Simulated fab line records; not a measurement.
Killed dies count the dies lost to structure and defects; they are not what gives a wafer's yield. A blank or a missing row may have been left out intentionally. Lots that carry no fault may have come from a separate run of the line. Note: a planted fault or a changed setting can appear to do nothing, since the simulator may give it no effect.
fab line records    flow n5Finfet
record lots=10  wafers=30  lastDay=20
route steps=1938 shown ZERO_LAYER@4 BEOL_M4@1098 BEOL_M5@1115 PASSIVATION@1936
lots with no fault: from the same line, run without faults
startH: hours from the record's first day to the start of the lot's first wafer shown    waitH: hours elapsed since this lot's preceding step    " identical to the entry in the row above    L1.1+2: a single row standing in for several wafers    - value missing, or start not given    * or withheld: withheld    < > ~ a bound
route shown NAME@n: names a module that has steps shown in the file, with the first one's number in the route    usual: mean/standard deviation taken from wafers without a fault    same: alike in all rows    chamber/n: place in a boat    sites: readings site by site    _std_site: the values' standard deviation    _edge_site: the outer-site mean with the inner-site mean subtracted    radiusMm: how far each site lies from the wafer's centre    mask NAME#n: copy n    behind: tool/chamber where the wafer was last shaped    hold: what put the lot on hold/how long, in hours/how the hold closed    device: transistor that didn't switch, given as n, p or np    end of line: the same wafers' tests at the end of the route    for a step that has no rows: nothing shown but its recipe    killed: count of dies lost to structure and defects at first sort (not the wafer's yield)    map: dies across one wafer; x = killed, . = not, _ = none there
set.NAME: setting as actually run; set.NAME@STEP: the setting as run at that earlier step    model.NAME: the simulator's own value behind a step, which no gauge read
route steps across a sampled set of lots; one table per step, one row per wafer
services: the hour from which a tool's chamber was out of use, counted from the record's first day as startH (under 0 if before that day), plus the number of hours and why
## steps
# step N5_ZERO_LAYER_PECVD_02
# recipe material=SiO2  targetThkA=100  tempC=400  precursor=SiH4/N2O  pressureTorr=0.75  rfW=275  timeS=6
# usual heaterPowerW=879/91  showerheadPlenumPTorr=8.03/0.14
lot.wafer  tool      chamber  startH  waitH  heaterPowerW  showerheadPlenumPTorr
L209.1     pecvd-03  2        12.28   0.0    886           7.72
L209.5     "         0        "       "      1038          8.18
L209.6     "         2        "       "      862           7.73
L210.3     pecvd-03  0        18.28   0.0    988           8.18
L210.4     "         2        "       "      883           7.75
L210.6     "         1        "       "      908           8.05
L218.1     pecvd-03  0        66.29   0.0    891           8.18
L218.4     "         1        "       "      853           8.06
L218.5     "         0        "       "      866           8.17
L221.3     pecvd-04  1        84.28   0.0    868           8.07
L221.4     "         2        "       "      815           8.10
L221.5     "         0        "       "      800           8.10
L223.3     pecvd-01  1        96.28   0.0    862           8.14
L223.4     "         0        "       "      1036          8.15
L223.5     "         1        "       "      891           8.17
L227.2     pecvd-04  1        120.28  0.0    899           8.05
L227.5     "         0        "       "      865           8.12
L227.6     "         1        "       "      955           8.08
L229.1     pecvd-03  0        132.28  0.0    990           8.16
L229.4     "         2        "       "      736           7.74
L229.6     "         1        "       "      901           8.07
L230.1     pecvd-01  1        138.30  0.0    964           8.17
L230.4     "         2        "       "      840           7.83
L230.6     "         0        "       "      969           8.17
L231.3     pecvd-04  0        144.28  0.0    829           8.10
L231.4     "         2        "       "      678           8.11
L231.5     "         0        "       "      807           8.09
L232.3     pecvd-01  0        150.31  0.1    953           8.17
L232.4     "         2        "       "      792           7.83
L232.6     "         2        "       "      794           7.83
# step N5_BEOL_M4_SPUTTER_94
# recipe material=Cu  targetThkA=45  tempC=-20  chamberPressurePa=0.07  powerW=withheld  timeS=8.29
# usual chamberPressurePa=0.06998/0.00013  throttleValvePct=29.7/0.87
lot.wafer  tool           chamber  startH  waitH  chamberPressurePa  throttleValvePct
L210.3     pvdSputter-03  -        228.11  0.1    0.0698             28.6
L210.4     "              -        "       "      0.07005            30.0
L210.6     "              -        "       "      0.07004            30.7
L209.1     pvdSputter-03  -        235.96  0.1    0.06984            30.7
L209.5     "              -        "       "      0.06991            30.1
L209.6     "              -        "       "      0.06986            28.7
L218.1     pvdSputter-03  -        302.78  0.1    0.07003            28.7
L218.4     "              -        "       "      0.06989            30.5
L218.5     "              -        "       "      0.06999            30.9
L223.3     pvdSputter-01  -        318.77  0.1    0.06973            28.4
L223.4     "              -        "       "      0.06992            29.8
L223.5     "              -        "       "      0.06999            28.5
L221.3     pvdSputter-03  -        340.19  0.1    0.06996            30.6
L221.4     "              -        "       "      0.07006            29.9
L221.5     "              -        "       "      0.07012            30.4
L230.1     pvdSputter-01  -        349.80  0.1    0.07029            31.2
L230.4     "              -        "       "      0.06996            28.9
L230.6     "              -        "       "      0.0702             28.8
L227.2     pvdSputter-02  -        362.12  0.1    0.07013            30.4
L227.5     "              -        "       "      0.07003            30.5
L227.6     "              -        "       "      0.06996            29.0
L229.1     pvdSputter-02  -        366.59  0.1    0.06978            30.5
L229.4     "              -        "       "      0.06996            30.8
L229.6     "              -        "       "      0.07014            29.4
L231.3     pvdSputter-03  -        373.33  0.1    0.06998            30.5
L231.4     "              -        "       "      0.0699             30.0
L231.5     "              -        "       "      0.07006            28.5
L232.3     pvdSputter-03  -        375.17  0.1    0.06997            30.2
L232.4     "              -        "       "      0.0699             30.0
L232.6     "              -        "       "      0.06988            30.4
# step N5_BEOL_M4_ANNEAL_95
# recipe tempC=400  timeS=240  ambient=vacuum
# usual heaterPowerW=842/68  susceptor_temp_C_max=400.84/0.29
lot.wafer  tool           chamber  startH  waitH  heaterPowerW  susceptor_temp_C_max
L210.3     pvdSputter-03  -        228.19  0.0    889           400.99
L210.4     "              -        "       "      785           400.81
L210.6     "              -        "       "      1016          400.74
L209.1     pvdSputter-03  -        236.04  0.0    988           400.87
L209.5     "              -        "       "      766           400.89
L209.6     "              -        "       "      880           401.26
L218.1     pvdSputter-03  -        302.86  0.0    900           400.83
L218.4     "              -        "       "      827           400.67
L218.5     "              -        "       "      973           400.80
L223.3     pvdSputter-01  -        318.85  0.0    767           400.72
L223.4     "              -        "       "      800           400.88
L223.5     "              -        "       "      775           400.66
L221.3     pvdSputter-03  -        340.27  0.0    845           400.82
L221.4     "              -        "       "      780           400.57
L221.5     "              -        "       "      886           400.80
L230.1     pvdSputter-01  -        349.88  0.0    873           400.65
L230.4     "              -        "       "      815           401.28
L230.6     "              -        "       "      783           400.83
L227.2     pvdSputter-02  -        362.20  0.0    776           400.65
L227.5     "              -        "       "      787           400.66
L227.6     "              -        "       "      961           400.93
L229.1     pvdSputter-02  -        366.67  0.0    791           400.08
L229.4     "              -        "       "      853           400.20
L229.6     "              -        "       "      760           400.25
L231.3     pvdSputter-03  -        373.41  0.0    839           400.86
L231.4     "              -        "       "      755           400.70
L231.5     "              -        "       "      867           400.78
L232.3     pvdSputter-03  -        375.25  0.0    834           401.01
L232.4     "              -        "       "      779           400.46
L232.6     "              -        "       "      841           400.92
# step N5_BEOL_M4_RC_MEAS_101
# usual CJ_N=4.33/0.1  DIBL_N=37.0/1.6  DIBL_P=37.0/2.1  IOFF_N=0.17/0.032  IOFF_P=0.22/0.043  ION_N=679/13  ION_P=465/9.5  SS_N=71.7/0.59  SS_P=73.6/0.64  VT_N=249/3.2  VT_P=-249/4.1
lot.wafer  tool       chamber  startH  waitH  CJ_N  DIBL_N[mV/V]  DIBL_P[mV/V]  IOFF_N[nA/um]  IOFF_P[nA/um]  ION_N[uA/um]  ION_P[uA/um]  SS_N[mV/dec]  SS_P[mV/dec]  VT_N[mV]  VT_P[mV]
L210.3     prober-01  0        229.90  0.3    4.48  36.1          36.0          0.16           0.21           678           468           71.3          73.6          247       -248
L210.4     "          0        "       "      4.45  37.5          37.2          0.19           0.23           689           465           71.9          73.3          245       -249
L210.6     "          0        "       "      4.38  37.3          38.1          0.18           0.24           684           471           71.9          73.5          245       -250
L209.1     prober-01  0        237.33  0.0    4.20  36.1          34.2          0.13           0.17           663           454           71.3          73.7          252       -257
L209.5     "          0        "       "      4.31  37.7          34.9          0.15           0.18           662           453           71.9          73.6          252       -256
L209.6     "          0        "       "      4.20  35.1          34.2          0.12           0.17           656           450           72.3          73.1          257       -255
L218.1     prober-01  0        304.39  0.0    4.07  36.5          35.0          0.14           0.17           658           448           71.8          73.6          252       -256
L218.4     "          0        "       "      4.05  38.8          38.4          0.18           0.22           671           455           71.7          74.2          249       -253
L218.5     "          0        "       "      4.50  39.8          39.8          0.23           0.25           679           463           72.4          74.3          245       -249
L223.3     prober-02  0        320.45  0.3    4.29  38.4          38.5          0.21           0.31           691           481           72.2          73.4          244       -243
L223.4     "          0        "       "      4.22  35.5          34.1          0.15           0.22           667           459           71.4          73.4          249       -248
L223.5     "          0        "       "      4.35  38.5          37.9          0.21           0.28           682           473           72.4          73.9          244       -247
L221.3     prober-02  0        341.93  0.3    4.33  39.3          38.7          0.20           0.28           690           474           72.4          73.7          247       -244
L221.4     "          0        "       "      4.30  36.8          35.9          0.16           0.23           677           467           71.7          73.2          250       -247
L221.5     "          0        "       "      4.32  34.9          34.0          0.13           0.21           678           474           71.2          72.5          251       -247
L230.1     prober-01  0        351.16  0.0    4.31  35.7          37.3          0.13           0.16           671           455           71.9          73.7          256       -257
L230.4     "          0        "       "      4.31  35.9          37.6          0.14           0.17           675           451           71.2          73.8          251       -258
L230.6     "          0        "       "      4.36  35.4          36.7          0.13           0.16           655           441           71.5          73.3          251       -259
L227.2     prober-02  0        363.81  0.2    4.02  36.9          37.1          0.17           0.22           685           469           71.9          73.2          249       -251
L227.5     "          0        "       "      4.04  36.9          37.8          0.16           0.24           666           461           71.8          73.5          252       -251
L227.6     "          0        "       "      4.23  36.6          35.7          0.16           0.21           689           467           71.4          73.7          250       -250
L229.1     prober-01  0        367.91  0.0    4.41  36.6          36.5          0.17           0.20           679           456           71.8          73.6          247       -254
L229.4     "          0        "       "      4.34  34.4          34.2          0.13           0.17           667           457           70.5          72.9          251       -253
L229.6     "          0        "       "      4.31  34.6          34.8          0.14           0.18           679           464           70.6          73.1          251       -252
L231.3     prober-02  0        375.05  0.3    4.09  38.4          39.5          0.22           0.32           700           492           71.9          74.2          243       -240
L231.4     "          0        "       "      4.17  39.6          40.4          0.26           0.36           719           489           72.6          75.2          241       -240
L231.5     "          0        "       "      4.16  39.7          40.2          0.25           0.35           707           487           72.2          74.7          242       -238
L232.3     prober-01  0        377.48  0.3    4.33  35.9          33.4          0.13           0.17           649           447           71.5          72.9          253       -255
L232.4     "          0        "       "      4.34  35.7          34.1          0.14           0.18           667           449           71.5          73.3          248       -253
L232.6     "          0        "       "      4.35  36.5          36.1          0.16           0.22           661           460           72.2          73.4          249       -251
# step N5_BEOL_M5_PECVD_70
# recipe material=SiO2  targetThkA=160  tempC=400  precursor=TEOS/O2  pressureTorr=5.5  rfW=450  teosFlowSccm=53.8  gas=O2  flowSccm=3000  timeS=18
# usual heaterPowerW=799/85  showerheadPlenumPTorr=8.75/0.07  throttleValvePct=22.0/0.84
lot.wafer  tool      chamber  startH  waitH  heaterPowerW  showerheadPlenumPTorr  throttleValvePct
L210.3     pecvd-03  2        231.16  0.0    809           8.61                   22.0
L210.4     "         2        "       "      824           8.61                   22.1
L210.6     "         0        "       "      815           8.77                   22.8
L209.1     pecvd-03  1        238.91  0.0    830           8.76                   22.1
L209.5     "         1        "       "      801           8.76                   22.3
L209.6     "         0        "       "      900           8.80                   22.8
L218.1     pecvd-03  0        306.13  0.0    916           8.84                   23.0
L218.4     "         1        "       "      720           8.74                   22.2
L218.5     "         2        "       "      822           8.59                   21.8
L223.3     pecvd-02  2        321.71  0.0    822           8.83                   20.7
L223.4     "         2        "       "      833           8.82                   20.4
L223.5     "         1        "       "      941           8.84                   22.0
L221.3     pecvd-02  1        343.19  0.0    938           8.81                   22.1
L221.4     "         0        "       "      652           8.74                   21.0
L221.5     "         2        "       "      767           8.83                   20.7
L230.1     pecvd-02  2        352.88  0.0    743           8.81                   20.6
L230.4     "         0        "       "      706           8.74                   20.9
L230.6     "         2        "       "      741           8.82                   20.6
L227.2     pecvd-02  1        365.27  0.0    794           8.84                   22.2
L227.5     "         1        "       "      816           8.87                   21.8
L227.6     "         2        "       "      697           8.85                   20.5
L229.1     pecvd-03  0        369.48  0.0    831           8.83                   23.1
L229.4     "         2        "       "      804           8.60                   22.4
L229.6     "         1        "       "      739           8.77                   22.4
L231.3     pecvd-04  0        376.42  0.1    744           8.75                   23.3
L231.4     "         0        "       "      719           8.75                   22.8
L231.5     "         0        "       "      731           8.75                   23.2
L232.3     pecvd-03  0        378.74  0.0    804           8.81                   22.9
L232.4     "         0        "       "      785           8.77                   22.9
L232.6     "         1        "       "      758           8.77                   22.1
# step N5_PASSIVATION_PROBE_49
# usual defectLimitedYield=91.2/1.6  killed_at_M0_to_M3=33/11  killed_at_M4_up=14/5  killedAtContacts=12/5.8  killedAtFrontEnd=41/12  killedAtOther=3.5/2.9  killedDies=104/19  killedOpen=68/14  killedShort=34/8.8  sort_bin_4_leakage=0.00/0.017  sort_bin_5_function=5.2/1.1  sort_bin_6_memory=3.2/0.71  sort_bin_8_speed=0.00/0.0071  sortNPass=1076/19  sortYieldPct=91.2/1.6
# same grossDies=1180  killedAtBackSide=0
lot.wafer  tool       chamber  startH  waitH  defectLimitedYield[%]  killed_at_M0_to_M3  killed_at_M4_up  killedAtContacts  killedAtFrontEnd  killedAtOther  killedDies  killedOpen  killedShort  sort_bin_4_leakage[%]  sort_bin_5_function[%]  sort_bin_6_memory[%]  sort_bin_8_speed[%]  sortNPass  sortYieldPct[%]
L229.1     prober-01  -        468.90  0.0    90.6                   53                  9                20                24                5              111         74          37           0                      5.5                     3.8                   0                    1069       90.6
L229.4     prober-01  -        469.05  0.2    92.5                   24                  8                18                31                8              89          68          20           0                      4.6                     2.9                   0                    1091       92.5
L229.6     prober-01  -        469.15  0.3    90.2                   41                  12               4                 56                3              116         90          26           0                      6.0                     3.6                   0                    1064       90.2
# killed by level:class
L229.1 BEOL_M0_SAQP:geometricParticle:open=19 BEOL_M0_SAQP:geometricParticle:short=16 MOL_CONTACT_COAG:geometricParticle:open=15 BEOL_M2:geometricParticle:open=7 BEOL_M4:geometricParticle:open=6 DUMMY_GATE:geometricParticle:open=5 MOL_CONTACT_COAG:geometricParticle:short=5 BEOL_M3:geometricParticle:open=4
L229.4 STI_FIN_REVEAL:geometricParticle:open=15 MOL_CONTACT_COAG:geometricParticle:open=15 BEOL_M1:geometricParticle:open=12 BEOL_M2:geometricParticle:open=5 FIN_SAQP:geometricParticle:short=3 DUMMY_GATE:geometricParticle:open=3 MOL_CONTACT_COAG:geometricParticle:short=3 BEOL_M4:geometricParticle:open=3
L229.6 STI_FIN_REVEAL:geometricParticle:open=35 BEOL_M0_SAQP:geometricParticle:open=11 BEOL_M0_SAQP:geometricParticle:short=10 BEOL_M1:geometricParticle:open=7 FIN_SAQP:geometricParticle:open=5 BEOL_M2:geometricParticle:open=5 FIN_SAQP:geometricParticle:short=4 BEOL_M0:geometricParticle:open=4
## services
tool           chamber  startH  hours  kind
pvdSputter-02  -        15.03   1.8    repair
pvdSputter-02  -        46.49   17.1   repair
pecvd-03       -        46.93   1.7    repair
pecvd-02       -        111.59  2.0    repair
pvdSputter-03  -        119.69  7.0    repair
pvdSputter-02  -        123.05  1.0    repair
pvdSputter-02  -        137.09  1.4    repair
pecvd-03       1        147.98  5.6    repair
pecvd-01       -        157.60  3.4    repair
pecvd-02       -        199.40  48.9   repair
pecvd-03       -        204.22  0.9    repair
pecvd-03       -        224.97  0.7    repair
pecvd-01       -        238.27  2.4    repair
pvdSputter-02  -        257.78  8.9    repair
pecvd-02       -        257.78  1.3    repair
pecvd-01       1        262.74  5.6    repair
pecvd-01       -        270.69  1.4    repair
pecvd-03       -        289.91  1.7    repair
pecvd-02       -        311.91  1.3    repair
pvdSputter-02  -        325.03  0.5    repair
pecvd-04       1        327.29  5.7    repair
pvdSputter-02  -        345.96  8.9    repair
pecvd-03       -        352.76  14.6   pm
pecvd-04       2        366.64  20.6   repair
## key
firstSign step=N5_BEOL_M4_RC_MEAS_101  reading=CJ_N  direction=down  sigmas=2.5  usual=4.33  struck=4.06
effect none on later readings
metAt N5_ZERO_LAYER_PECVD_02
struckLots L218
struckWafers L218.1,L218.4
notActingAt N5_BEOL_M4_SPUTTER_94,N5_BEOL_M4_ANNEAL_95,N5_BEOL_M5_PECVD_70
onsetBetween 18.28 66.29
fault kind=processParameterDrift  tool=pecvd-03  chamber=-  onsetH=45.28  steps=N5_ZERO_LAYER_PECVD_02  channel=timeS  offset=*  shape=step  endH=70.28  scope=struckWafersOnly  actsIn=*  stated=*
